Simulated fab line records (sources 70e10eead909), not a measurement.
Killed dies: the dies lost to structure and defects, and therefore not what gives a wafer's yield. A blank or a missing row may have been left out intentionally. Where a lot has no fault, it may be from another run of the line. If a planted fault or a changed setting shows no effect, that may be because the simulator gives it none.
A lot that was struck, set against a sound lot ; flow nandHarc ; 13 steps out of a route of 1159
Sound: the wafers L784.2, L784.4, L784.5. Struck: wafer L795.5 (L795.3, L795.6, from the same lot, were not struck and are left out); the cause is given at the end.
At each step with rows: each side's tool, then ch and its chambers, then its first start. Under that, the readings that differ: sound wafers ; struck wafers ; difference of the means ; sigmas: that difference in standard deviations of wafers without a fault.
alike: readings with means less than 2 such deviations apart, plus words and numbers identical on both sides. not compared: withheld readings, readings lacking a value on some wafer, bounds such as >300 that could conceal the same value, and numbers that have no deviation in the record and whose values overlap.
The two part at a step that has a row with sigmas, a row that says differs or no value, or rows on one side only. Numbers that don't overlap but have no deviation are shown without sigmas and don't part them. Lack of a reading on every wafer of one side parts them only where that side has two or more wafers.

NHARC_A_SLIT_CD_MEAS_21:
  sound on cdSem-02 at day 13 23:54; struck on cdSem-03 at day 17 11:30
  alike: cdNm
then, 3 steps without rows for these wafers: NHARC_A_SIN_REMOVE_WET_00 (chemistry H3PO4, time 15300 s); NHARC_A_SIN_REMOVE_PRECLEAN_01 (cleans in SC1); NHARC_A_SIN_REMOVE_SRD_02.
NHARC_A_SIN_REMOVE_INSPECT_04:
  sound on defectInspect-02 at day 14 07:34; struck on defectInspect-01 at day 17 19:10
  alike: rawDefectCount
NHARC_A_WL_FILL_ALD_00: deposits Al2O3, target thk 3 nm, pulse time 3 s, ald cycles 30.
  sound on aldHk-01 ch 0,1, day 14 07:47; struck on aldHk-03 ch 3, day 17 19:16
reading;sound;struck;difference;sigmas
precursorPulseHeightRel;1.021 1.034 1.010;0.981;-0.041;-2
  alike: heaterPowerOuterW, heaterPowerW
then, 1 step without rows for these wafers: NHARC_A_WL_FILL_RTA_01 (time 5 s).
NHARC_A_WL_FILL_ALD_02: deposits TiN, target thk 2 nm, pulse time 3 s, ald cycles 100.
  sound on aldMetal-02 ch 1,2,3, day 14 08:19; struck on aldMetal-02 ch 3, day 17 19:50
  alike: heaterPowerOuterW, heaterPowerW, precursorPulseHeightRel
NHARC_A_WL_FILL_CVD_03: deposits W, target thk 40 nm, time 3302 s.
  sound on cvdW-02 ch 0,1, day 14 16:22; struck on cvdW-01 ch 0, day 18 01:26
  alike: chamberPressureTorr, heaterPowerOuterW, heaterPowerW, throttleValvePct
NHARC_A_WL_FILL_ETCHBACK_04: etches the open film in NF3, target depth 60 nm, time 120 s.
  sound on rieMetal-01 ch 0,1, day 14 19:40; struck on rieMetal-03 ch 1, day 18 03:56
  alike: drypumpMotorCurrentA, oesProductAu, runLengthS
  not compared: rfHoursCounterH
NHARC_A_WL_FILL_ETCHBACK_05: etches the open film in Cl2/BCl3, target depth 22 nm, time 60 s.
  sound on rieMetal-01 ch 1, day 14 19:55; struck on rieMetal-03 ch 1, day 18 04:07
reading;sound;struck;difference;sigmas
runLengthS (s);82.0 81.9 81.5;86.9;+5.1;+11
  alike: drypumpMotorCurrentA, oesProductAu
  not compared: rfHoursCounterH
NHARC_A_WL_FILL_STRIP_27: strips in N2/H2, time 20 s.
  sound on plasmaAsher-01 ch 1, day 14 20:04; struck on plasmaAsher-01 ch 1, day 18 04:15
reading;sound;struck;difference;sigmas
rfReflPowerW (W);- - -;19;no value on the sound wafers;
  alike: drypumpMotorCurrentA, heaterPowerW
  not compared: rfHoursCounterH
after that, 1 step had no rows for these wafers: NHARC_END_SORT_01.

## WHERE THEY PART
First at NHARC_A_WL_FILL_ALD_00; last, within this record, at NHARC_A_WL_FILL_STRIP_27.

WHY: whatever the simulator had introduced
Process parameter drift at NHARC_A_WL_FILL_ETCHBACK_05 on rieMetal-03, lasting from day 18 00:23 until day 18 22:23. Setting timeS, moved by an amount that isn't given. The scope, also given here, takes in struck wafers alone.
